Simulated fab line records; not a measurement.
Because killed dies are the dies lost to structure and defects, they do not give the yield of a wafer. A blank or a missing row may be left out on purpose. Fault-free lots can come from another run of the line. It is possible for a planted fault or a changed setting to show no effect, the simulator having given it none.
fab line records    flow nand_harc
record: lots: 6  wafers: 18  last_day: 33
route steps=1302 shown A_WL_FILL@959 END@1302
lots that met no fault: taken from a fault-free run of the same line
start_h: hours from the record's opening day to when the first of the lot's shown wafers began    wait_h: hours since the lot's step before    " identical to the entry in the row above    L1.1+2: one row covering several wafers at once    - no value, or no start was given    * or withheld: withheld    < > ~ a bound
route shown NAME@n: names a module that has steps shown in the file, with the first one's number in the route    usual: average and standard deviation across the fault-free wafers    same: alike in all rows    chamber/n: place in a boat    sites: the reading at each site    _std_site: how widely they spread, as a standard deviation    _edge_site: mean of outer sites minus mean of inner sites    radius_mm: for every site, how far away it sits from the centre of the wafer    mask NAME#n: copy n    behind: the tool/chamber that last shaped the wafer    hold: why the lot went on hold/how many hours it stayed there/how the hold came to an end    device: the transistor (n, p or np) that didn't switch    end of line: the tests these same wafers got at the end of their route    a step with no rows: only its recipe    killed: dies that structure and defects cost at the first sort, which is not the same as the wafer's yield    map: per-die view of a wafer (x killed, . not killed, _ where there is no die)
set.NAME: the setting the step ran with; set.NAME@STEP: the setting that earlier step ran with    model.NAME: the simulator's own value behind a step, which no gauge read
lots at selected steps of the route; one table per step, one row per wafer
services: from which hour (start_h, from the record's first day; less than 0 if before it) a tool's chamber was out of use, for how many hours, and why
== steps ==
step: NHARC_A_WL_FILL_STRIP_27
recipe: power_w: 1500  temp_c: 250  time_s: 20  chemistry: N2/H2
usual: drypump_motor_current_A: 5.8/0.42  heater_power_w: 333/56
lot.wafer  tool             chamber  start_h  wait_h  drypump_motor_current_A  heater_power_w  rf_hours_counter_h
L764.1     plasma_asher-02  1        490.45   0.1     5.4                      310             3
L764.2     "                0        "        "       5.4                      265             3
L764.5     "                0        "        "       5.5                      256             -
L768.2     plasma_asher-01  1        537.42   0.3     5.9                      417             2
L768.1     "                0        "        "       6.4                      347             2
L768.4     "                1        "        "       5.9                      416             -
L775.4     plasma_asher-02  0        608.77   0.1     5.4                      263             -
L775.6     "                0        "        "       5.4                      267             -
L775.5     "                1        "        "       5.4                      310             -
L778.2     plasma_asher-01  0        620.97   0.2     6.4                      348             17
L778.4     "                1        "        "       5.9                      418             -
L778.6     "                0        "        "       6.4                      340             -
L784.1     plasma_asher-02  0        687.44   0.1     5.4                      269             7
L784.2     "                1        "        "       5.4                      313             7
L784.6     "                0        "        "       5.4                      276             -
L782.1     plasma_asher-02  0        692.26   0.1     5.4                      273             8
L782.2     "                1        "        "       5.4                      315             8
L782.3     "                1        "        "       5.3                      311             -
step: NHARC_A_WL_FILL_STRIP_28
recipe: time_s: 1200  temp_c: 72.5  chemistry: post_etch_residue_remover
step: NHARC_A_WL_FILL_PRECLEAN_06
recipe: time_s: 300  chemistry: DIW
step: NHARC_A_WL_FILL_SRD_07
step: NHARC_A_WL_FILL_ANNEAL_08
recipe: temp_c: 450  time_s: 1800
step: NHARC_A_WL_FILL_ALD_10
recipe: target_thk_a: 500  pulse_time_s: 10  ald_cycles: 500  temp_c: 300  material: SiO2
usual: heater_power_w: 474/37  precursor_pulse_height_rel: 0.998/0.021
lot.wafer  tool       chamber  start_h  wait_h  heater_power_w  precursor_pulse_height_rel
L764.2     ald_hk-01  2        495.51   0.6     488             1.006
L764.1     "          3        "        "       453             0.967
L764.5     "          2        497.57   2.6     495             0.967
L768.4     ald_hk-02  0        542.82   0.0     509             1.007
L768.1     "          1        "        "       419             1.017
L768.2     "          3        544.37   1.6     456             0.971
L775.4     ald_hk-03  1        615.45   0.0     456             1.037
L775.5     "          1        617.49   2.1     456             0.987
L775.6     "          2        "        "       436             0.979
L778.4     ald_hk-02  2        628.32   0.6     409             0.991
L778.2     "          0        629.34   1.6     505             0.983
L778.6     "          2        630.37   2.6     411             1.017
L784.1     ald_hk-03  3        694.71   2.7     543             0.980
L784.2     "          1        695.73   3.7     453             0.974
L784.6     "          0        697.26   5.3     505             0.973
L782.1     ald_hk-01  0        699.46   0.1     477             0.965
L782.2     "          2        700.49   1.1     497             1.011
L782.3     "          3        "        "       453             0.995
step: NHARC_A_WL_FILL_ETCHBACK_16
recipe: target_depth_a: 1200  time_s: 24  c4f8_flow_sccm: withheld  o2_flow_sccm: 8  ar_flow_sccm: withheld  rf_w: 600  bias_w: 800  chemistry: C4F8/O2/Ar
usual: oes_product_au: 0.98/0.03  rf_vpp_V: 722/3.8
lot.wafer  tool         chamber  start_h  wait_h  oes_product_au  rf_hours_counter_h  rf_vpp_V
L764.2     rie_diel-11  3        -        -       0.98            1.7                 720
L764.1     "            2        "        "       1.00            1.4                 722
L764.5     "            0        "        "       0.99            -                   719
L768.1     rie_diel-09  2        -        -       1.00            0.7                 717
L768.2     "            0        "        "       0.99            0.8                 729
L768.4     "            1        "        "       1.00            0.8                 719
L775.4     rie_diel-11  0        -        -       1.00            0                   721
L775.6     "            2        "        "       1.00            -                   723
L775.5     "            3        "        "       0.98            -                   720
L778.2     rie_diel-11  2        -        -       1.01            0.5                 722
L778.4     "            0        "        "       1.01            0.4                 721
L778.6     "            3        "        "       0.99            -                   721
L784.1     rie_diel-09  3        -        -       0.98            1.0                 721
L784.2     "            2        "        "       1.00            1.0                 719
L784.6     "            3        "        "       0.99            -                   719
L782.3     rie_diel-08  2        -        -       0.94            7.8                 718
L782.2     "            3        "        "       0.94            7.7                 727
L782.1     "            0        "        "       0.92            8.9                 724
step: NHARC_A_WL_FILL_STRIP_29
recipe: time_s: 20  o2_flow_sccm: 500  ar_flow_sccm: 0  bias_w: 0  chemistry: O2
usual: drypump_motor_current_A: 5.7/0.51  o2_flow_sccm: 499.9/1.6  oes_product_au: 0.999/0.0093  rf_vpp_V: 57.8/0.94  showerhead_plenum_p_Torr: 3.47/0.14  throttle_valve_pct: 17.035/0.01
lot.wafer  tool         chamber  start_h  wait_h  drypump_motor_current_A  o2_flow_sccm  oes_product_au  rf_hours_counter_h  rf_vpp_V  showerhead_plenum_p_Torr  throttle_valve_pct
L764.1     rie_diel-11  0        499.79   0.1     5.8                      498.6         0.995           1.9                 58.1      3.43                      17.065
L764.2     "            2        "        "       5.1                      500.4         1.006           1.4                 56.4      3.51                      17.049
L764.5     "            0        "        "       5.8                      498.1         1.003           -                   59.0      3.43                      17.013
L768.1     rie_diel-09  0        547.56   0.1     6.3                      499.9         0.986           0.8                 58.6      3.73                      17.039
L768.4     "            1        "        "       5.6                      499.6         1.005           0.8                 56.5      3.33                      17.028
L768.2     "            2        "        "       4.9                      501.5         1.003           0.8                 58.2      3.36                      17.031
L775.4     rie_diel-11  1        620.16   0.1     5.9                      504.3         1.004           0.0                 56.3      3.33                      17.020
L775.5     "            0        "        "       5.7                      501.5         1.003           -                   57.2      3.43                      17.052
L775.6     "            1        "        "       5.9                      501.3         1.005           -                   58.4      3.33                      17.036
L778.4     rie_diel-11  2        632.53   0.1     5.1                      499.1         1.003           0.5                 57.5      3.50                      17.038
L778.2     "            3        "        "       5.2                      499.8         0.987           0.5                 59.1      3.44                      17.042
L778.6     "            3        "        "       5.2                      497.9         0.990           -                   56.6      3.44                      17.048
L784.2     rie_diel-09  2        699.47   0.1     4.9                      499.1         1.006           1.0                 58.9      3.36                      17.054
L784.1     "            3        "        "       5.8                      499.4         0.985           1.0                 57.5      3.38                      17.022
L784.6     "            3        "        "       5.8                      500.1         0.986           -                   57.4      3.38                      17.044
L782.2     rie_diel-08  2        704.20   0.1     6.2                      497.4         1.008           7.8                 55.9      3.33                      17.035
L782.3     "            3        "        "       6.8                      499.6         1.026           7.7                 59.3      3.64                      17.024
L782.1     "            0        "        "       5.7                      497.4         1.001           8.9                 56.2      3.54                      17.042
step: NHARC_A_WL_FILL_ETCHBACK_17
recipe: target_depth_a: 40  time_s: 26.7  chemistry: Cl2/BCl3
usual: drypump_motor_current_A: 6.02/0.29  oes_product_au: 0.997/0.0078
lot.wafer  tool          chamber  start_h  wait_h  drypump_motor_current_A  oes_product_au  rf_hours_counter_h
L764.1     rie_metal-01  1        499.88   -       6.45                     0.992           1.9
L764.2     "             0        "        "       5.83                     0.999           1.8
L764.5     "             0        "        "       5.79                     1.002           -
L768.1     rie_metal-02  0        547.65   -       5.79                     1.004           1.3
L768.2     "             1        "        "       5.78                     0.983           1.3
L768.4     "             1        "        "       5.80                     0.996           -
L775.4     rie_metal-02  0        620.29   -       5.79                     1.007           -
L775.6     "             0        "        "       5.74                     1.012           -
L775.5     "             1        "        "       5.75                     0.996           -
L778.2     rie_metal-03  0        632.62   -       6.31                     1.007           1.9
L778.4     "             1        "        "       6.18                     0.996           -
L778.6     "             1        "        "       6.15                     1.001           -
L784.1     rie_metal-01  1        699.59   0.1     6.44                     0.990           2.0
L784.2     "             0        "        "       5.73                     0.986           2.0
L784.6     "             1        "        "       6.41                     0.989           -
L782.1     rie_metal-01  1        704.28   -       6.46                     1.002           2.1
L782.2     "             0        "        "       5.79                     0.991           2.1
L782.3     "             0        "        "       5.74                     0.991           -
step: NHARC_A_WL_FILL_PRECLEAN_18
recipe: time_s: 30  chemistry: dHF
step: NHARC_A_WL_FILL_SRD_21
step: NHARC_A_WL_FILL_CVD_23
recipe: target_thk_a: 400  temp_c: 620  pressure_mtorr: 200  time_s: 800  material: poly-Si
usual: spike_tc_bottom_C: 637/3.8
lot.wafer  tool           chamber  start_h  wait_h  spike_tc_bottom_C
L764.1     lpcvd_poly-03  0        502.68   2.6     634
L764.2     "              0        "        "       634
L764.5     "              0        "        "       634
L768.1     lpcvd_poly-03  0        550.20   2.3     637
L768.2     "              0        "        "       634
L768.4     "              0        "        "       636
L775.4     lpcvd_poly-03  0        652.81   32.3    634
L775.5     "              0        "        "       636
L775.6     "              0        "        "       633
L778.2     lpcvd_poly-03  0        665.20   32.3    633
L778.4     "              0        "        "       635
L778.6     "              0        "        "       636
L784.1     lpcvd_poly-02  0        700.81   1.0     640
L784.2     "              0        "        "       641
L784.6     "              0        "        "       642
L782.1     lpcvd_poly-02  0        706.94   2.4     642
L782.2     "              0        "        "       642
L782.3     "              0        "        "       640
step: NHARC_A_WL_FILL_ETCHBACK_26
recipe: target_depth_a: 520  time_s: 13.3  hbr_flow_sccm: 150  rf_w: 350  icp_w: 350  bias_w: 60  chemistry: HBr
step: NHARC_END_SORT_01
recipe: temp_c: 25
usual: killed_at_array: 52/18  killed_at_other: 1.2/1.5  killed_at_periphery: 4/3.2  killed_dies: 57/17  killed_open: 3.1/1.9  killed_short: 2.5/1.7
same: gross_dies: 677
lot.wafer  tool       chamber  start_h  wait_h  killed_at_array  killed_at_other  killed_at_periphery  killed_dies  killed_open  killed_short
L775.4     prober-01  0        735.50   3.4     57               0                1                    58           4            1
L775.5     prober-01  0        736.29   3.7     60               0                2                    62           3            1
L775.6     prober-01  0        737.08   4.0     55               0                0                    55           2            1
L778.2     prober-01  0        745.94   2.8     57               1                1                    59           2            4
L778.4     prober-01  0        747.53   3.4     34               0                3                    37           4            1
L778.6     prober-01  0        749.12   4.0     35               0                2                    37           1            1
killed by level:class
L775.4 A_SLIT:chamber_film_flake=27 A_CHANNEL_HOLE_D1:chamber_film_flake=16 A_WL_FILL:chamber_film_flake=4 A_CHANNEL_FILL_D2:chamber_film_flake=4 A_M0:geometric_particle:open=2 A_CONTACT:chamber_film_flake=2 P_GATE:geometric_particle:short=1 A_ONON_D1:geometric_particle:open=1
L775.5 A_SLIT:chamber_film_flake=28 A_CHANNEL_HOLE_D1:chamber_film_flake=26 A_CHANNEL_FILL_D2:chamber_film_flake=2 P_GATE:geometric_particle:open=1 P_M0:geometric_particle:short=1 A_CHANNEL_HOLE_D2:geometric_particle:open=1 A_M0:geometric_particle:open=1 A_DECK1_JOINT:chamber_film_flake=1
L775.6 A_SLIT:chamber_film_flake=31 A_CHANNEL_HOLE_D1:chamber_film_flake=16 A_WL_FILL:chamber_film_flake=3 A_ONON_D1:geometric_particle:short=1 A_CONTACT:geometric_particle:open=1 A_BLC:geometric_particle:open=1 A_CHANNEL_FILL_D2:chamber_film_flake=1 A_STAIRCASE:chamber_film_flake=1
L778.2 A_CHANNEL_HOLE_D1:chamber_film_flake=40 A_SLIT:chamber_film_flake=4 A_STAIRCASE:chamber_film_flake=3 A_CHANNEL_FILL_D1:chamber_film_flake=2 A_CHANNEL_FILL_D1:geometric_particle:short=1 A_ONON_D2:geometric_particle:short=1 A_CHANNEL_FILL_D2:geometric_particle:short=1 A_SLIT:geometric_particle:open=1
L778.4 A_CHANNEL_HOLE_D1:chamber_film_flake=16 A_STAIRCASE:chamber_film_flake=5 A_SLIT:chamber_film_flake=3 A_BLC:chamber_film_flake=3 A_CONTACT:chamber_film_flake=2 P_CONTACT:geometric_particle:short=1 P_M0:geometric_particle:open=1 A_DECK1_JOINT:geometric_particle:open=1
L778.6 A_CHANNEL_HOLE_D1:chamber_film_flake=18 A_STAIRCASE:chamber_film_flake=5 A_SLIT:chamber_film_flake=5 A_CHANNEL_FILL_D1:chamber_film_flake=3 P_M0:geometric_particle:open=1 A_SLIT:geometric_particle:short=1 P_GATE:chamber_film_flake=1 A_DECK1_JOINT:chamber_film_flake=1
== services ==
tool             chamber  start_h  hours  kind
ald_hk-01        -        475.42   10.0   pm
rie_metal-01     0        477.79   1.7    repair
lpcvd_poly-02    -        484.54   1.6    repair
rie_diel-09      -        497.10   9.0    pm
rie_diel-11      2        503.62   22.6   repair
plasma_asher-01  -        519.89   9.0    pm
ald_hk-02        -        526.00   10.0   pm
plasma_asher-02  -        536.47   2.6    repair
rie_diel-08      -        544.94   9.0    pm
rie_metal-01     -        564.20   0.3    repair
ald_hk-03        -        574.21   10.0   pm
rie_metal-01     -        575.06   9.0    pm
rie_diel-09      0        590.65   132.0  repair
rie_diel-11      -        609.50   9.0    pm
rie_metal-02     -        631.00   9.0    pm
plasma_asher-02  -        638.71   9.0    pm
rie_diel-09      3        644.36   2.8    repair
rie_diel-08      -        647.97   0.5    repair
rie_diel-09      3        649.36   9.7    repair
ald_hk-01        -        653.42   10.0   pm
rie_diel-11      1        660.60   4.8    repair
rie_diel-08      3        668.90   8.3    repair
rie_diel-09      -        674.10   9.0    pm
rie_diel-11      0        674.76   4.6    repair
== key ==
first_sign: step: NHARC_A_WL_FILL_CVD_23  reading: wait_h  direction: changed
effect none on later readings
met_at NHARC_A_WL_FILL_CVD_23
struck_wafers L775.4,L775.5,L775.6,L778.2,L778.4,L778.6
tester_left_out L775,L778
fault: kind: queue_time_violation  tool: lpcvd_poly-01,lpcvd_poly-02,lpcvd_poly-03  chamber: 0  onset_h: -  steps: NHARC_A_WL_FILL_CVD_23  delay_hr: 30  scope: struck_lots_only
tester_left_out: of these lots the tester's yield and bins aren't shown, on N5 and GAA mostly nor the transistor test; their killed dies are dies lost to structure and defects alone, not to doping, threshold or leakage, so they don't give the yield
